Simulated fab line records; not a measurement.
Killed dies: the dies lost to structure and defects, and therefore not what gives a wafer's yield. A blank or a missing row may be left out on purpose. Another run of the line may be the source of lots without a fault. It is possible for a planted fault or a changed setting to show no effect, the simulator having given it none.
A struck lot beside a sound one :: flow n5_finfet :: 39 steps out of a route of 1938
Sound: these wafers, L903.2, L903.3, L903.6. Struck: wafer L905.1. (L905.4, L905.5 of the same lot were not struck and are left out.) The cause comes at the end.
Order at every step that has rows: each side's tool, ch and its chambers, its first start. Under that, the readings that differ: sound wafers :: struck wafers :: difference of the means :: sigmas: that difference in standard deviations of wafers without a fault.
alike: readings whose means differ by less than 2 such deviations, and words and numbers that are the same on both sides. not compared: withheld readings, readings that some wafer has no value for, bounds like >300 that may hide the same value, and numbers for which the record gives no deviation and whose values overlap.
Wherever a step has rows on one side only, a row that says differs or no value, or a row with sigmas, the two part there. Non-overlapping numbers with no deviation appear without sigmas and do not part them. A reading missing from all wafers of one side parts the sides only when that side holds two or more wafers.

first, 9 steps without rows for these wafers: N5_HKMG_FIN_SOFTBAKE_07 (time 60 s); N5_HKMG_FIN_EXPOSE_09 (exposes mask NWFM); N5_HKMG_FIN_PEB_10 (peb time 60 s); N5_HKMG_FIN_DEVELOP_11 (develop time 30 s); N5_HKMG_FIN_DESCUM_17 (chemistry O2, time 7.9 s); N5_HKMG_FIN_ETCH_31 (etches SiARC in CF4, target depth 45.5 nm, time 75.8 s); N5_HKMG_FIN_ETCH_32 (etches SOC in N2/H2, target depth 240 nm, time 300 s); N5_HKMG_FIN_STRIP_33 (strips in N2/H2); N5_HKMG_FIN_STRIP_34 (strips in CF4).
N5_HKMG_FIN_ETCH_35: etches SOC in N2/H2, target depth 215.8 nm, time 243.4 s.
  sound on rie_diel-06 ch 0,1, day 5 09:49; struck on rie_diel-06 ch 0, day 5 21:36
reading: run_length_s (s)
sound: 266.8 266.7 266.7
struck: 185.5
difference: -81.2
sigmas: -99 or more

reading: model.SOC_of_HKMG_FIN_COAT_29.thk_nm (nm)
sound: 83.6 80.4 83.6
struck: 156.8
difference: +74.3
sigmas: 

reading: model.etch.depth_nm (nm)
sound: 215.3 217.8 214.8
struck: 144.5
difference: -71.5
sigmas: 

reading: model.HKMG_FIN.feature_depth_nm (nm)
sound: 215.2 217.8 214.8
struck: 144.6
difference: -71.3
sigmas: 
  alike: drypump_motor_current_A, oes_product_au, rf_vpp_V, showerhead_plenum_p_Torr, throttle_valve_pct
  not compared: rf_fwd_power_W, rf_hours_counter_h
N5_HKMG_FIN_STRIP_92: strips SOC in N2/H2, time 20 s.
  sound on rie_diel-06 ch 0,1, day 5 09:58; struck on rie_diel-06 ch 0, day 5 21:45
reading: model.SOC_of_HKMG_FIN_COAT_29.thk_nm (nm)
sound: 73 70.4 73
struck: 146.2
difference: +74.1
sigmas: 
  alike: drypump_motor_current_A, oes_product_au, rf_fwd_power_W, rf_vpp_V, showerhead_plenum_p_Torr, throttle_valve_pct
  not compared: rf_hours_counter_h
then, 26 steps without rows for these wafers: N5_HKMG_FIN_WET_ETCH_18 (etches TiN in SC1, time 55 s, target depth 5.2 nm, rinse time 30 s); N5_HKMG_FIN_STRIP_19 (strips in N2/H2, time 360 s); N5_HKMG_FIN_ALD_91 (deposits TiN, target thk 1 nm, pulse time 1 s, purge time 3 s); N5_HKMG_FIN_COAT_85 (time 60 s, resist thk 300 nm); N5_HKMG_FIN_ETCH_86 (etches SOC in N2/H2, stops on TiN, target depth 393.2 nm); N5_HKMG_FIN_STRIP_89 (strips SOC in N2/H2, time 20 s); N5_HKMG_FIN_WET_ETCH_87 (etches TiN in SC1, time 154.2 s, target depth 4.7 nm, rinse time 30 s); N5_HKMG_FIN_STRIP_88 (strips in N2/H2, time 360 s); N5_HKMG_FIN_NWFM_ALD_20 (deposits TiAlC, target thk 2 nm, pulse time 3 s, purge time 2 s); N5_HKMG_FIN_ALD_71 (deposits TiN, target thk 1 nm, pulse time 1 s, purge time 3 s); N5_HKMG_FIN_COAT_66 (time 60 s, resist thk 300 nm); N5_HKMG_FIN_ETCH_67 (etches SOC in N2/H2, stops on TiN, target depth 388.9 nm); N5_HKMG_FIN_STRIP_90 (strips SOC in N2/H2, time 20 s); N5_HKMG_FIN_WET_ETCH_73 (etches the open film in SC1, time 42.3 s, target depth 1.3 nm, rinse time 30 s); N5_HKMG_FIN_ETCHBACK_68 (etches the open film in Cl2/Ar, stops on HfO2, target depth 0.5 nm); N5_HKMG_FIN_STRIP_69 (strips in N2/H2, time 360 s); N5_HKMG_FIN_ALD_21 (deposits TiN, target thk 1.5 nm, pulse time 1 s, purge time 3 s); N5_HKMG_FIN_ALD_72 (deposits W, target thk 2 nm, pulse time 1 s, purge time 2 s); N5_HKMG_FIN_W_FILL_22 (material W, target thk 60 nm, time 18.2 s); N5_HKMG_FIN_PRECLEAN_83 (cleans in DIW, time 57.5 s); N5_HKMG_FIN_SRD_84 (dry time 32 s); N5_HKMG_FIN_CMP_23 (polishes, stops on SiNx, t overpolish 10 s, target thk 46.326 nm); N5_HKMG_FIN_CMP_94 (polishes, stops on SiNx, t overpolish 4.7 s, target thk 43.299 nm); N5_GATE_CUT_ETCHBACK_00 (etches W in SF6/Cl2); N5_GATE_CUT_ETCH_56 (etches TiN in Cl2/Ar, target depth 21.6 nm); N5_GATE_CUT_ETCHBACK_30 (etches TiN in Cl2/Ar, target depth 3 nm).
-- the record jumps here: 3 days lie between the struck wafers' starts before and after (it left off in module GATE_CUT and takes up again in module BEOL_M4, whose first step shown is number 1111 of the route) --
N5_BEOL_M4_RC_MEAS_101:
  sound on prober-02 ch 0, day 9 03:31; struck on prober-01 ch 0, day 9 07:19
reading: IOFF_N_LIN (nA/um)
sound: 0.076 0.070 0.080
struck: 0.041
difference: -0.034
sigmas: -2

reading: IOFF_N_LONG (nA/um)
sound: 5.47e-05 5.44e-05 5.55e-05
struck: 3.44e-05
difference: -2.05e-05
sigmas: -9

reading: ION_N (uA/um)
sound: 685 662 683
struck: 432
difference: -245
sigmas: -16

reading: VT_N (mV)
sound: 250 253 251
struck: 268
difference: +17
sigmas: +4

reading: VT_N_LONG (mV)
sound: 275.3 272.9 270.8
struck: 295.6
difference: +22.6
sigmas: +11

reading: VT_N_LVT (mV)
sound: 99 101 98
struck: 117
difference: +18
sigmas: +4

reading: VT_P (mV)
sound: -252 -252 -253
struck: -244
difference: +8
sigmas: +2
  alike: DIBL_N, DIBL_P, IOFF_N, IOFF_P, ION_P, SS_N, SS_P
-- record jumps: 4 days separate the struck wafers' starts on either side; left off in module BEOL_M4, taken up again in module PASSIVATION, whose first shown step is the route's number 1936 --
N5_PASSIVATION_PROBE_49:
  struck on prober-01, day 13 14:48; sound on prober-02, day 13 17:59
reading: sort_bin_8_speed (%)
sound: 0 0 0
struck: 92.37
difference: +92.37
sigmas: +99 or more

reading: sort_n_pass
sound: 1076 1123 1094
struck: 0
difference: -1098
sigmas: -61

reading: sort_yield_pct (%)
sound: 91.2 95.2 92.7
struck: 0
difference: -93
sigmas: -62
  alike: defect_limited_yield, killed_at_M0_to_M3, killed_at_M4_up, killed_at_contacts, killed_at_front_end, killed_at_other, killed_dies, killed_open, killed_short, sort_bin_5_function, sort_bin_6_memory

WHERE THEY PART
First at N5_HKMG_FIN_ETCH_35; last, within this record, at N5_PASSIVATION_PROBE_49.

WHY: whatever the simulator had introduced
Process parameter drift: rie_diel-06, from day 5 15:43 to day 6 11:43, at N5_HKMG_FIN_ETCH_35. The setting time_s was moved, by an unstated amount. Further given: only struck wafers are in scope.
